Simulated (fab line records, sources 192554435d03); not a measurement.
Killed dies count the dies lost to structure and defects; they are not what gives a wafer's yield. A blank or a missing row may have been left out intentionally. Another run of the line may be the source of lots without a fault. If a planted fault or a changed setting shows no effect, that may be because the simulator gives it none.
Which tool is to blame?	flow n5_finfet	Sampling: 24 lots, 72 wafers, 6 of 1938 route steps

WHAT THE GAUGES READ, wafer by wafer
N5_BEOL_M3_OCD_MEAS_38.
lot	measured	on	trench_depth_nm (nm)
L074	day 7 20:23	ocd-01	55.3 56.2 56.9
L075	day 8 01:31	ocd-01	55.2 55.0 54.7
L076	day 8 01:34	ocd-02	55.4 54.7 56.7
L077	day 8 04:48	ocd-02	54.2 55.0 55.8
L078	day 8 04:59	ocd-01	54.3 56.1 54.0
L079	day 8 15:28	ocd-01	55.0 54.1 55.4
L080	day 10 05:19	ocd-02	55.1 56.5 55.1
L083	day 9 18:23	ocd-02	53.5 56.4 55.4
L081	day 9 20:25	ocd-01	55.4 54.8 55.5
L082	day 10 02:43	ocd-02	55.8 53.2 54.4
L084	day 10 09:56	ocd-01	55.3 55.1 53.4
L085	day 10 11:20	ocd-01	55.7 55.5 55.6
L086	day 10 18:27	ocd-01	57.6 54.8 57.0
L087	day 11 08:59	ocd-02	54.9 56.2 52.8
L090	day 11 01:23	ocd-01	56.5 55.4 55.3
L088	day 11 15:13	ocd-01	56.5 53.7 55.7
L089	day 11 18:28	ocd-01	54.6 55.5 56.6
L091	day 11 10:30	ocd-02	53.3 56.2 53.9
L092	day 12 14:32	ocd-02	52.1 56.0 55.0
L093	day 13 21:53	ocd-02	56.5 55.5 53.0
L094	day 13 21:26	ocd-02	55.3 52.4 54.3
L095	day 14 00:55	ocd-01	54.1 53.0 54.5
L097	day 14 02:21	ocd-01	52.8 55.0 52.4
L096	day 14 03:46	ocd-02	52.3 56.1 55.3

N5_BEOL_M4_CD_MEAS_11: target cd 16.79 nm.
lot	measured	on	cd_nm (nm)
L074	day 8 02:08	cd_sem-02	16.65 16.50 16.37
L075	day 8 08:05	cd_sem-01	17.18 16.98 16.64
L076	day 8 08:28	cd_sem-03	17.11 17.05 16.98
L077	day 8 10:56	cd_sem-02	16.53 16.74 16.95
L078	day 8 11:16	cd_sem-03	16.87 16.69 16.83
L079	day 8 23:27	cd_sem-01	16.92 16.74 17.03
L080	day 10 10:46	cd_sem-03	17.08 16.76 16.40
L083	day 10 00:56	cd_sem-02	16.39 16.61 16.36
L081	day 10 02:49	cd_sem-02	16.76 16.36 17.06
L082	day 10 09:08	cd_sem-01	17.01 16.85 16.79
L084	day 10 16:04	cd_sem-03	16.64 16.79 16.64
L085	day 10 19:06	cd_sem-03	16.69 17.03 16.88
L086	day 11 04:54	cd_sem-01	16.90 16.65 16.87
L087	day 11 15:43	cd_sem-01	17.13 17.13 17.06
L090	day 11 08:37	cd_sem-01	17.12 16.79 16.79
L088	day 11 22:39	cd_sem-01	17.13 16.77 16.95
L089	day 11 23:49	cd_sem-01	16.80 16.52 16.84
L091	day 11 16:30	cd_sem-01	16.64 16.98 16.85
L092	day 12 18:56	cd_sem-03	16.76 16.97 16.75
L093	day 14 04:43	cd_sem-01	16.71 17.01 17.02
L094	day 14 01:57	cd_sem-01	16.31 16.29 16.47
L095	day 14 07:13	cd_sem-03	17.26 16.95 16.84
L097	day 14 07:39	cd_sem-01	16.98 16.85 16.62
L096	day 14 10:49	cd_sem-02	16.35 16.31 16.26

WHAT TOOL EACH LOT RAN ON (gives the tool, then ch and the chambers of the sampled wafers, and finally the start)
lot	N5_BEOL_M3_ETCH_69	N5_BEOL_M3_ETCH_70	N5_BEOL_M3_ANNEAL_49	N5_BEOL_M3_ANNEAL_51
L074	rie_diel-02 ch 0,2, day 7 18:20	rie_diel-06 ch 0,1,3, day 7 20:02	pvd_sputter-02, day 7 21:43	rtp_anneal-01 ch 0, day 7 23:35
L075	rie_diel-02 ch 0,2,3, day 7 22:26	rie_diel-02 ch 0,3, day 8 01:10	pvd_sputter-03, day 8 02:50	rtp_anneal-02 ch 0, day 8 04:46
L076	rie_diel-06 ch 1,3, day 7 22:40	rie_diel-06 ch 1,2,3, day 8 01:12	pvd_sputter-01, day 8 04:25	rtp_anneal-01 ch 0, day 8 06:23
L077	rie_diel-02 ch 1,2, day 8 01:02	rie_diel-05 ch 1,2,3, day 8 04:27	pvd_sputter-03, day 8 05:45	rtp_anneal-01 ch 0, day 8 07:40
L078	rie_diel-02 ch 0,3, day 8 03:10	rie_diel-06 ch 1,3, day 8 04:38	pvd_sputter-01, day 8 06:23	rtp_anneal-02 ch 0, day 8 08:20
L079	rie_diel-06 ch 0,1,3, day 8 07:22	rie_diel-05 ch 1,2,3, day 8 15:07	pvd_sputter-01, day 8 18:32	rtp_anneal-01 ch 0, day 8 20:25
L080	rie_diel-02 ch 0,1,3, day 9 04:11	rie_diel-06 ch 0,1,2, day 10 04:58	pvd_sputter-01, day 10 06:45	rtp_anneal-02 ch 0, day 10 08:43
L083	rie_diel-05 ch 2,3, day 9 10:36	rie_diel-02 ch 0,1,2, day 9 18:02	pvd_sputter-01, day 9 20:17	rtp_anneal-01 ch 0, day 9 22:11
L081	rie_diel-02 ch 2,3, day 9 10:59	rie_diel-05 ch 2,3, day 9 20:04	pvd_sputter-02, day 9 22:04	rtp_anneal-01 ch 0, day 10 00:13
L082	rie_diel-02 ch 0,2,3, day 9 13:13	rie_diel-02 ch 0,1,3, day 10 02:22	pvd_sputter-01, day 10 04:21	rtp_anneal-02 ch 0, day 10 06:16
L084	rie_diel-02 ch 2,3, day 10 07:59	rie_diel-05 ch 1,2, day 10 09:34	pvd_sputter-03, day 10 11:54	rtp_anneal-02 ch 0, day 10 13:55
L085	rie_diel-05 ch 0,2, day 10 10:17	rie_diel-02 ch 0,3, day 10 10:59	pvd_sputter-02, day 10 13:47	rtp_anneal-02 ch 0, day 10 15:39
L086	rie_diel-05 ch 0,2,3, day 10 15:55	rie_diel-06 ch 0,1,3, day 10 18:05	pvd_sputter-01, day 10 19:48	rtp_anneal-01 ch 0, day 11 01:53
L087	rie_diel-05 ch 1,2,3, day 10 20:44	rie_diel-05 ch 0,1,3, day 11 08:38	pvd_sputter-02, day 11 10:13	rtp_anneal-01 ch 0, day 11 12:08
L090	rie_diel-06 ch 0,1,2, day 10 21:35	rie_diel-02 ch 0,2,3, day 11 01:01	pvd_sputter-02, day 11 02:32	rtp_anneal-02 ch 0, day 11 04:30
L088	rie_diel-05 ch 1,2,3, day 11 03:11	rie_diel-02 ch 0,2,3, day 11 14:51	pvd_sputter-01, day 11 16:56	rtp_anneal-02 ch 0, day 11 18:49
L089	rie_diel-05 ch 0,1,2, day 11 03:23	rie_diel-06 ch 0,1,2, day 11 18:07	pvd_sputter-03, day 11 19:40	rtp_anneal-02 ch 0, day 11 21:39
L091	rie_diel-02 ch 1,2, day 11 03:49	rie_diel-02 ch 1,2, day 11 10:08	pvd_sputter-02, day 11 12:22	rtp_anneal-02 ch 0, day 11 14:17
L092	rie_diel-02 ch 1,2,3, day 12 00:14	rie_diel-02 ch 0,1,2, day 12 14:11	pvd_sputter-01, day 12 15:33	rtp_anneal-02 ch 0, day 12 17:26
L093	rie_diel-02 ch 0,1,2, day 13 05:06	rie_diel-05 ch 0,1,2, day 13 21:32	pvd_sputter-03, day 14 00:37	rtp_anneal-02 ch 0, day 14 02:32
L094	rie_diel-02 ch 0,1,2, day 13 10:48	rie_diel-02 ch 0,1,3, day 13 21:05	pvd_sputter-01, day 13 22:29	rtp_anneal-01 ch 0, day 14 00:24
L095	rie_diel-02 ch 1,2, day 13 11:06	rie_diel-02 ch 1,3, day 14 00:33	pvd_sputter-01, day 14 02:11	rtp_anneal-02 ch 0, day 14 04:29
L097	rie_diel-02 ch 0,1, day 13 12:34	rie_diel-05 ch 0,1, day 14 02:00	pvd_sputter-02, day 14 03:45	rtp_anneal-02 ch 0, day 14 05:41
L096	rie_diel-06 ch 0,1,3, day 13 23:53	rie_diel-05 ch 1,2,3, day 14 03:24	pvd_sputter-03, day 14 06:31	rtp_anneal-02 ch 0, day 14 08:44
- N5_BEOL_M3_ETCH_69: etches SiARC in CF4, target depth 15.6 nm, time 26 s.
- N5_BEOL_M3_ETCH_70: etches SOC in N2/H2, target depth 80 nm, overetch 16 nm, time 120 s.
- N5_BEOL_M3_ANNEAL_49: time 240 s.
- N5_BEOL_M3_ANNEAL_51: time 90 s.

AS READ BY THE TOOLS THEMSELVES (means over the sampled wafers that have a number; for cases with no such wafer, the mark the record gives instead)
N5_BEOL_M3_ETCH_69.
lot	tool	drypump_motor_current_A (A)	etch_rf_on_time_s (s)	oes_product_au (a.u.)	rf_vpp_V (V)	showerhead_plenum_p_Torr (Torr)	throttle_valve_pct (%)
L074	rie_diel-02	6.1	25.6	0.62	183.6	2.12	15.75
L075	rie_diel-02	6.3	25.9	0.64	184.1	2.10	15.73
L076	rie_diel-06	5.7	26.4	0.64	183.3	2.12	15.50
L077	rie_diel-02	5.8	26.0	0.60	183.5	2.15	15.71
L078	rie_diel-02	6.5	26.0	0.66	183.7	2.08	15.72
L079	rie_diel-06	5.9	25.9	0.68	183.8	2.16	15.50
L080	rie_diel-02	6.3	26.6	0.63	184.5	2.13	15.70
L083	rie_diel-05	6.2	26.1	0.60	184.1	2.13	15.72
L081	rie_diel-02	6.1	25.6	0.62	182.9	2.09	15.74
L082	rie_diel-02	6.3	26.0	0.63	184.2	2.10	15.77
L084	rie_diel-02	6.1	25.6	0.62	184.0	2.09	15.75
L085	rie_diel-05	6.2	25.9	0.71	184.1	2.17	15.37
L086	rie_diel-05	6.0	25.7	0.66	184.4	2.15	15.57
L087	rie_diel-05	5.9	26.5	0.60	183.0	2.10	15.82
L090	rie_diel-06	6.3	25.9	0.66	183.5	2.10	15.57
L088	rie_diel-05	5.9	26.4	0.60	183.2	2.10	15.82
L089	rie_diel-05	6.2	26.6	0.64	183.6	2.12	15.63
L091	rie_diel-02	5.8	25.9	0.59	183.8	2.14	15.74
L092	rie_diel-02	6.0	26.4	0.61	184.2	2.12	15.74
L093	rie_diel-02	6.0	26.5	0.59	184.0	2.14	15.79
L094	rie_diel-02	6.0	26.0	0.59	184.4	2.14	15.80
L095	rie_diel-02	5.7	26.8	0.58	184.8	2.17	15.73
L097	rie_diel-02	6.0	26.7	0.59	183.6	2.17	15.76
L096	rie_diel-06	5.9	25.6	0.65	183.8	2.15	15.57

N5_BEOL_M3_ETCH_70.
lot	tool	drypump_motor_current_A (A)	oes_product_au (a.u.)	rf_vpp_V (V)	showerhead_plenum_p_Torr (Torr)	throttle_valve_pct (%)
L074	rie_diel-06	6.0	0.61	523.9	2.56	17.72
L075	rie_diel-02	6.5	0.58	523.1	2.52	18.10
L076	rie_diel-06	6.0	0.56	522.7	2.50	17.86
L077	rie_diel-05	5.9	0.56	522.7	2.49	17.94
L078	rie_diel-06	5.7	0.57	523.5	2.52	17.73
L079	rie_diel-05	5.9	0.55	521.7	2.49	17.96
L080	rie_diel-06	6.3	0.60	521.8	2.48	17.77
L083	rie_diel-02	6.0	0.55	524.0	2.57	17.97
L081	rie_diel-05	5.7	0.55	523.8	2.51	17.85
L082	rie_diel-02	6.3	0.57	523.9	2.54	18.05
L084	rie_diel-05	6.4	0.54	521.6	2.49	17.97
L085	rie_diel-02	6.5	0.57	523.6	2.51	18.13
L086	rie_diel-06	5.9	0.60	523.8	2.55	17.76
L087	rie_diel-05	5.6	0.59	522.5	2.51	17.82
L090	rie_diel-02	6.3	0.55	523.7	2.50	18.07
L088	rie_diel-02	6.3	0.55	521.7	2.50	18.07
L089	rie_diel-06	6.3	0.59	521.3	2.48	17.78
L091	rie_diel-02	5.7	0.53	525.1	2.59	17.93
L092	rie_diel-02	6.1	0.53	524.6	2.56	18.01
L093	rie_diel-05	6.2	0.63	522.7	2.50	17.71
L094	rie_diel-02	6.3	0.55	523.4	2.53	18.09
L095	rie_diel-02	6.2	0.56	523.2	2.50	18.09
L097	rie_diel-05	5.8	0.57	521.7	2.47	17.97
L096	rie_diel-05	5.9	0.59	521.3	2.47	17.88

N5_BEOL_M3_ANNEAL_49.
lot	tool	heater_power_w (W)
L074	pvd_sputter-02	825
L075	pvd_sputter-03	821
L076	pvd_sputter-01	813
L077	pvd_sputter-03	855
L078	pvd_sputter-01	824
L079	pvd_sputter-01	842
L080	pvd_sputter-01	826
L083	pvd_sputter-01	856
L081	pvd_sputter-02	886
L082	pvd_sputter-01	859
L084	pvd_sputter-03	874
L085	pvd_sputter-02	819
L086	pvd_sputter-01	840
L087	pvd_sputter-02	820
L090	pvd_sputter-02	901
L088	pvd_sputter-01	835
L089	pvd_sputter-03	823
L091	pvd_sputter-02	874
L092	pvd_sputter-01	828
L093	pvd_sputter-03	850
L094	pvd_sputter-01	836
L095	pvd_sputter-01	833
L097	pvd_sputter-02	898
L096	pvd_sputter-03	844

N5_BEOL_M3_ANNEAL_51.
lot	tool	wafer_temp_C_max
L074	rtp_anneal-01	225.7
L075	rtp_anneal-02	225.8
L076	rtp_anneal-01	225.9
L077	rtp_anneal-01	225.6
L078	rtp_anneal-02	226.2
L079	rtp_anneal-01	225.9
L080	rtp_anneal-02	226.7
L083	rtp_anneal-01	225.8
L081	rtp_anneal-01	225.9
L082	rtp_anneal-02	226.3
L084	rtp_anneal-02	226.5
L085	rtp_anneal-02	226.3
L086	rtp_anneal-01	225.7
L087	rtp_anneal-01	226.0
L090	rtp_anneal-02	226.2
L088	rtp_anneal-02	226.4
L089	rtp_anneal-02	226.5
L091	rtp_anneal-02	226.5
L092	rtp_anneal-02	226.1
L093	rtp_anneal-02	226.5
L094	rtp_anneal-01	225.8
L095	rtp_anneal-02	226.3
L097	rtp_anneal-02	226.5
L096	rtp_anneal-02	226.1

THE ANSWER, worked out from the rows above alone
Rule: what is usual is taken from the lots themselves. Put in order of their means at a reading, lots are off if they are a third of the lots or fewer, leave a main group of 4 or more, and stand apart from it by a gap of 3 or more times the standard deviation of the main group's means; of several such gaps the widest counts. A main group is skipped when, at the precision printed for the reading in the tables above, its means are all equal. A lot without any number at a reading at which 4 lots or more have one is off too. All remaining lots with rows at the step are treated as sound. After the gauges, taken in route order, come the tools' own readings; for these a lot's mean is taken, as printed above. The first step at which some lot is off is used, and at that step the reading that is off furthest; a lot without a number counts as furthest.
No lot is off at any reading shown: from this, nothing can be told.

WHAT WAS PUT IN BY THE SIMULATOR
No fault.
